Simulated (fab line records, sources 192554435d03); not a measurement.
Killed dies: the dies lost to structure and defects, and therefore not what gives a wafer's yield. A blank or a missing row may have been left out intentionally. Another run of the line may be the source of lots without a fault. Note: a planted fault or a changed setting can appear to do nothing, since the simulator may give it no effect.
2 desks looking at one fault / flow n5_finfet / each desk holds nothing but its own numbers, with what lay behind them at the end

FROM THE METROLOGY DESK
Means of the sampled wafers that have a number, per lot and without regard to the tool the lot ran on: this is what the gauges read. Marked OUT: a lot whose mean sits more than 4 standard deviations from the usual mean, which makes it out of limits; the brackets give that distance. Only the readings that lie furthest out on some lot appear, 7 of the 10 it has.
Columns: A = DIBL_N at N5_BEOL_M4_RC_MEAS_101, usual 36.4 mV/V; B = DIBL_P at N5_BEOL_M4_RC_MEAS_101, usual 36.4 mV/V; C = IOFF_P at N5_BEOL_M4_RC_MEAS_101, usual 0.214 nA/um; D = ION_N at N5_BEOL_M4_RC_MEAS_101, usual 675 uA/um; E = SS_N at N5_BEOL_M4_RC_MEAS_101, usual 71.5 mV/dec; F = SS_P at N5_BEOL_M4_RC_MEAS_101, usual 73.3 mV/dec; G = VT_P at N5_BEOL_M4_RC_MEAS_101, usual -250.1 mV
lot=L848; first seen here=day 9 03:22; A=38.5; B=35.9; C=0.220; D=688; E=71.9; F=73.5; G=-249.4
lot=L849; first seen here=day 9 13:05; A=37.3; B=39.1; C=0.246; D=678; E=72.1; F=74.0; G=-248.4
lot=L851; first seen here=day 9 21:38; A=35.1; B=37.1; C=0.229; D=664; E=71.6; F=73.4; G=-246.7
lot=L859; first seen here=day 12 06:06; A=35.4; B=35.2; C=0.195; D=681; E=70.5; F=73.1; G=-250.9
Result from this desk: across the 4 lots, nothing is out of limits.

FOR THE TOOL OWNER'S DESK: litho_track-02
The tool's own readings at N5_BEOL_M3_COAT_62 (time 60 s, resist thk 12 nm): means of the sampled wafers that have a number, for each lot that ran on this tool. Marked OUT: a lot whose mean sits more than 4 standard deviations from the usual mean, which makes it out of limits; the brackets give that distance.
Columns: A = spin_speed_rpm at N5_BEOL_M3_COAT_62, usual 1500.4 rpm
lot=L848; first seen here=day 8 10:16; A=1500.5
lot=L849; first seen here=day 8 17:16; A=1465.9 (-39) OUT
lot=L851; first seen here=day 8 20:43; A=1467.3 (-38) OUT
Finding of this desk: L849, L851 out of limits; the first was L849 at day 8 17:16, on spin_speed_rpm at N5_BEOL_M3_COAT_62. In limits: L848.

PUT TOGETHER
The tool owner's desk could have raised an alarm at day 8 17:16, on L849, L851.
At the metrology desk, nothing out of limits was observed.
The metrology desk has L849, L851 on record, within its limits.
Every lot named ran N5_BEOL_M3_COAT_62 on litho_track-02.

WHAT THE SIMULATOR HAD PUT IN
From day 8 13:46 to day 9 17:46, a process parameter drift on litho_track-02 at N5_BEOL_M3_COAT_62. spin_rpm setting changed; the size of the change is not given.
Shown lots that were struck: L849, L851.
Delay in hours, fault start to first out-of-limits reading, by desk: the tool owner's desk at 3.
